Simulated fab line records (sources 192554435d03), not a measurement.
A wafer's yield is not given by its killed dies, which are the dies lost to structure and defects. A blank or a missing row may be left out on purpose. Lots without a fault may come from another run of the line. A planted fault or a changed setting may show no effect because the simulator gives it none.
8D (eight disciplines) problem report, filled in by code	flow n5Finfet	the parts of the form that need people (team, actions taken, sign-off) are left out
Where a reading is given only as a bound, like >300, the bound stands for it, and a mean or a difference that rests on one is marked > or <: the true number lies beyond.

1. WHAT IS WRONG
rawDefectCount at N5_PASSIVATION_INSPECT_57 reads a mean of >300 on 1 wafer of 1 lot; wafers without a fault read 1.9 with a standard deviation of 1.5. So: +99 or more standard deviations from the usual mean.
The step: inspects for defects (macro).
Seen first at day 15 23:30 on defectInspect-01, wafer L434.6. At this step, 33 wafers from 11 lots have a number in the record. The rule behind "out" and "out of limits": a value lying over 4 standard deviations away from the usual mean. The rest of the wafers with a number are treated as sound.

2. WHAT IT IS, WHAT IT ISN'T
question	is	is not
which readings at this step	rawDefectCount	-
which lots	L434	L424, L425, L427, L428, L433, L437, L439, L441, L442, L446
which wafers of those lots	L434.6	L434.1, L434.5
read on which gauges	defectInspect-01	defectInspect-02
when	from day 15 23:30	up to then (20 sound wafers); but 12 sound wafers of L439, L441, L442, L446 came after

3. WHAT RULES OUT EACH SUSPECT
Counting: if a tool at a process step up to the reading ran every lot that is out, it stays a suspect. Sound lots after the first of them don't rule it out here, since some wafers of a struck lot are sound.
- the gauge at N5_PASSIVATION_INSPECT_57 has been ruled out. All the wafers that are out were read on defectInspect-01, but those of them that N5_PASSIVATION_PROBE_49 has rows for are out there too, on other tools.
- rieDiel-01 at N5_PASSIVATION_ETCH_15 (etches SiCN in CF4/N2, target depth 75 nm, time 81.2 s): kept. It ran the lot that is out, L434 (day 15 20:01). N5_PASSIVATION_ETCH_15 gives no start for some lots, so the hours and the order of its lots are those of N5_PASSIVATION_CD_MEAS_44.
- wetBench-06 at N5_PASSIVATION_CLEAN_71 (cleans in IPA, time 180 s): kept. It processed L434, the lot that is out, at day 15 21:04, and its most recent sound lot before then was L437 at day 15 13:17.
- prober-02 at N5_PASSIVATION_PROBE_49: kept. It processed L434, the lot that is out, at day 15 23:09, and its most recent sound lot before then was L427 at day 12 17:27. On those wafers its own readings are out: defectLimitedYield, killedAtOther, killedDies, sort_bin_5_function, sortNPass, sortYieldPct.
- At N5_PASSIVATION_ETCH_15, inside rieDiel-01: chamber 1 took the wafers that are out, while their sound lot-mates went through chambers 0, 2.
- At N5_PASSIVATION_CLEAN_71, inside wetBench-06: chamber 5 took the wafers that are out, while their sound lot-mates went through chambers 0, 7.
The count leaves rieDiel-01 at N5_PASSIVATION_ETCH_15, wetBench-06 at N5_PASSIVATION_CLEAN_71, and prober-02 at N5_PASSIVATION_PROBE_49.

4. THE CAUSE (what the simulator had put in)
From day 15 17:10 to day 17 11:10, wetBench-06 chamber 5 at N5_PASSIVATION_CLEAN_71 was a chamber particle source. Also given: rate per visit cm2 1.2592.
Counting leaves 3 suspects; this tool is one of them.

5. THE CHAIN OF EFFECTS, in route order
Rows list readings where the struck wafers' mean (over those with a number) sits beyond 3 standard deviations from the usual. Only readings for which the record gives a usual standard deviation are gone through. hours: the time from each lot's start at the first step in this table that gives one to its start at this step, as a median over the lots. sigmas: the change in usual standard deviations.
hours	step	reading	usual	on struck wafers	change	sigmas
0	N5_PASSIVATION_PROBE_49	defectLimitedYield	91.7 %	79.4	-12.3	-8.2
0	N5_PASSIVATION_PROBE_49	killedAtOther	4	145	+141	+45
0	N5_PASSIVATION_PROBE_49	killedDies	98	243	+145	+8.5
0	N5_PASSIVATION_PROBE_49	sort_bin_5_function	4.9 %	12.7	+7.8	+8.4
0	N5_PASSIVATION_PROBE_49	sortNPass	1082	937	-145	-8.5
0	N5_PASSIVATION_PROBE_49	sortYieldPct	91.7 %	79.4	-12.3	-8.8
0	N5_PASSIVATION_INSPECT_57	rawDefectCount	1.9	>300	>+298	+99 or more
Its process steps:
- N5_PASSIVATION_PROBE_49

6. WHAT WOULD HAVE CAUGHT IT SOONER
6 hours passed between the start of the fault at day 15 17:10 and the first reading out of limits at a measuring or inspecting step in this record, taken at day 15 23:30.
An alarm limit of 4 standard deviations would not have fired on the tool readings at N5_PASSIVATION_CLEAN_71 for which the record gives a usual standard deviation, since none of them was out on any struck wafer.
By day 15 23:30 the whole set of lots that are out, 1 in number, had already begun N5_PASSIVATION_CLEAN_71 on wetBench-06. None of them would have been spared by holding the tool at that moment.
